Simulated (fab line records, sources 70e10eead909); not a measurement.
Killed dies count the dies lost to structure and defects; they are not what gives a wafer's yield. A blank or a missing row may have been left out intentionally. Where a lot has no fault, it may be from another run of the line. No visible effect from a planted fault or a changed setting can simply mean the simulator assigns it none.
Struck lot and sound lot, side by side -- flow nand-harc -- 14 out of 1302 route steps
Sound: the wafers L120.1, L120.4, L120.6. Struck: wafer L126.1. (L126.3, L126.6 of the same lot were not struck and are left out.) The cause comes at the end.
For every step that has rows: the tool of each side, followed by ch and its chambers, followed by its first start. Under that, the readings that differ: sound wafers -- struck wafers -- difference of the means -- sigmas: that difference in standard deviations of wafers without a fault.
alike: same words and numbers on both sides, and readings whose means sit less than 2 such deviations apart. not compared: any withheld reading, any reading some wafer has no value for, any bound like >300 that may hide the same value, and any number with overlapping values for which the record gives no deviation.
The two part at a step that has a row with sigmas, a row that says differs or no value, or rows on one side only. Numbers that have no deviation but don't overlap get no sigmas and don't part them. A reading that every wafer of one side lacks parts them only if that side has two wafers or more.

NHARC_A_ONON_D2_THK_MEAS_14: measures by ellipsometry.
  struck on film-metro-02, day 18 15:25; sound on film-metro-01, day 15 20:35
  alike: thk-nm
then, 2 steps without rows for these wafers: NHARC_A_ONON_D2_ANNEAL_15 (time 3600 s); NHARC_A_ONON_D2_DEP_16 (target thk 1000 nm).
NHARC_A_ONON_D2_THK_MEAS_18: measures by ellipsometry.
  struck on film-metro-02, day 18 23:25; sound on film-metro-02, day 16 04:00
  alike: thk-nm
then, 1 step without rows for these wafers: NHARC_A_ONON_D2_DEP_19 (target thk 1000 nm).
NHARC_A_ONON_D2_THK_MEAS_21: measures by ellipsometry.
  struck on film-metro-02, day 18 23:59; sound on film-metro-02, day 16 04:41
  alike: thk-nm
then, 1 step without rows for these wafers: NHARC_A_ONON_D2_DEP_22 (target thk 1000 nm).
NHARC_A_ONON_D2_THK_MEAS_24: measures by ellipsometry.
  struck on film-metro-01, day 19 00:34; sound on film-metro-02, day 16 05:15
  alike: thk-nm
then, 1 step without rows for these wafers: NHARC_A_ONON_D2_DEP_25 (target thk 1000 nm).
NHARC_A_ONON_D2_THK_MEAS_27: measures by ellipsometry.
  struck on film-metro-01, day 19 01:08; sound on film-metro-01, day 16 05:49
reading,sound,struck,difference,sigmas
thk-nm (nm),1009 1010 1010,985,-25,-2
then, 1 step without rows for these wafers: NHARC_A_ONON_D2_DEP_28 (target thk 1000 nm).
NHARC_A_ONON_D2_THK_MEAS_30: measures by ellipsometry.
  struck on film-metro-02, day 19 01:42; sound on film-metro-02, day 16 06:23
  alike: thk-nm
NHARC_A_ONON_D2_DEP_33: deposits SiO2, target thk 200 nm.
  sound on pecvd-01 ch 1,2, day 16 06:29; struck on pecvd-01 ch 0, day 19 01:45
reading,sound,struck,difference,sigmas
heater-power-outer-w (W),344 308 240,169,-128,-3
heater-power-w (W),600 515 444,410,-110,-2
rf-fwd-power-W (W),906.4 899.6 899.1,1253.5,+351.8,+99 or more
showerhead-vpp-V (V),1963 1834 2006,2487,+553,+4
  alike: throttle-valve-pct
NHARC_A_ONON_D2_THK_MEAS_34: measures by ellipsometry.
  struck on film-metro-01, day 19 02:10; sound on film-metro-02, day 16 06:52
reading,sound,struck,difference,sigmas
thk-nm (nm),196.2 200.3 200.4,222.4,+23.4,+8

## WHERE THEY PART
At NHARC_A_ONON_D2_THK_MEAS_27 first; at NHARC_A_ONON_D2_THK_MEAS_34 last (within this record only).

WHY: what the simulator had put in
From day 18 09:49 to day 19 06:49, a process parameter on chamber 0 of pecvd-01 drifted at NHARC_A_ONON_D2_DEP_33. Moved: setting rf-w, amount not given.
